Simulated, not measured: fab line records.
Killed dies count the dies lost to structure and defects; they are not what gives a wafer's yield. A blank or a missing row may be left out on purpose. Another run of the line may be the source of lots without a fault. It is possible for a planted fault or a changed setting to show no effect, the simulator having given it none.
Struck lot and sound lot, side by side | flow n5-finfet | 19 steps out of a route of 1938
Sound: the wafers L153.3, L153.4, L153.5. Wafers struck: L158.1, L158.2, L158.4. At the end, the cause is stated.
Order at every step that has rows: each side's tool, ch and its chambers, its first start. Under that, the readings that differ: sound wafers | struck wafers | difference of the means | sigmas: that difference in standard deviations of wafers without a fault.
alike: a reading whose means differ by less than 2 such deviations, as well as words and numbers matching on both sides. not compared: withheld readings; readings where some wafer has no value; bounds like >300 that might hide an equal value; numbers whose values overlap and for which the record gives no deviation.
Wherever a step has rows on one side only, a row that says differs or no value, or a row with sigmas, the two part there. Numbers that don't overlap but have no deviation are shown without sigmas and don't part them. Lack of a reading on every wafer of one side parts them only where that side has two or more wafers.

N5_BEOL_M14_CMP_49: polishes, stops on SiO2, t overpolish 5.2 s, target thk 560 nm.
  sound on cmp-04 ch 0,1,3, day 15 07:10; struck on cmp-01 ch 0,1,3, day 17 04:00
  alike: barrier-field-endpoint-s, clearing-platen-rpm, motor-current-A, overpolish-run-s, time-to-endpoint-s
N5_BEOL_M14_THK_MEAS_50: measures by xrf.
  sound on film-metro-02, day 15 07:28; struck on film-metro-02, day 17 04:16
  alike: M14_THK
then, 1 step without rows for these wafers: N5_BEOL_M14_PRE_CLEAN_52 (time 15 s).
N5_BEOL_M14_DEP_53: deposits SiCN from 3MS/NH3, target thk 50 nm, time 17.8 s.
  sound on pecvd-01 ch 0,1, day 15 07:32; struck on pecvd-01 ch 0,1, day 17 04:19
  alike: showerhead-plenum-p-Torr, throttle-valve-pct
N5_BEOL_M14_RS_MEAS_54: the measuring method here is four-point-probe.
  sound on film-metro-01, day 15 07:35; struck on film-metro-02, day 17 04:23
  alike: M14_RS
N5_BEOL_M14_INSPECT_55: inspects for defects (darkfield).
  sound on defect-inspect-01, day 15 07:37; struck on defect-inspect-02, day 17 04:25
  alike: raw-defect-count
N5_BEOL_M15_ILD_DEP_00: deposits SiO2 from TEOS/O2, target thk 1629.3 nm, time 346.1 s.
  sound on pecvd-03 ch 0,2, day 15 07:39; struck on pecvd-03 ch 0,1,2, day 17 04:27
  alike: heater-power-w, showerhead-plenum-p-Torr, throttle-valve-pct
N5_BEOL_M15_THK_MEAS_01:
  sound on film-metro-02, day 15 07:55; struck on film-metro-02, day 17 04:42
  alike: M15_ILD_THK
then, 4 steps without rows for these wafers: N5_BEOL_M15_COAT_58 (time 60 s, resist thk 89 nm); N5_BEOL_M15_COAT_04 (resist thk 800 nm); N5_BEOL_M15_EBR_06; N5_BEOL_M15_SOFTBAKE_05 (time 60 s).
N5_BEOL_M15_EXPOSE_07: exposes mask V14.
  sound on krf-scanner-01 ch 0, day 15 08:10; struck on krf-scanner-01 ch 0, day 17 04:50
  reading                          | sound          | struck   | difference | sigmas
  model.BEOL_M15.overlay-x-nm (nm) | -4.2 -4.2 -4.2 | 38 38 38 | +42        |
  alike: mask
then, 3 steps without rows for these wafers: N5_BEOL_M15_PEB_08 (peb time 90 s); N5_BEOL_M15_DEVELOP_09 (develop time 45 s); N5_BEOL_M15_HARDBAKE_14 (time 120 s).
N5_BEOL_M15_CD_MEAS_10: the cd target is 360 nm.
  sound on cd-sem-01 ch 0, day 15 08:20; struck on cd-sem-03 ch 0, day 17 05:00
  alike: cd-nm
N5_BEOL_M15_OVL_MEAS_11:
  sound on overlay-02 ch 0, day 15 08:22; struck on overlay-01 ch 0, day 17 05:02
  reading      | sound   | struck   | difference | sigmas
  V14_OVL (nm) | -6 1 -4 | 36 45 44 | +45        | +9
N5_BEOL_M15_INSPECT_12: inspects for defects (macro).
  sound on defect-inspect-01, day 15 08:23; struck on defect-inspect-02, day 17 05:04
  alike: raw-defect-count

== WHERE THEY PART ==
At N5_BEOL_M15_OVL_MEAS_11 and nowhere else, as far as this record goes. Later steps at which nothing parts them and some readings are alike: N5_BEOL_M15_INSPECT_12.

WHY: whatever the simulator had introduced
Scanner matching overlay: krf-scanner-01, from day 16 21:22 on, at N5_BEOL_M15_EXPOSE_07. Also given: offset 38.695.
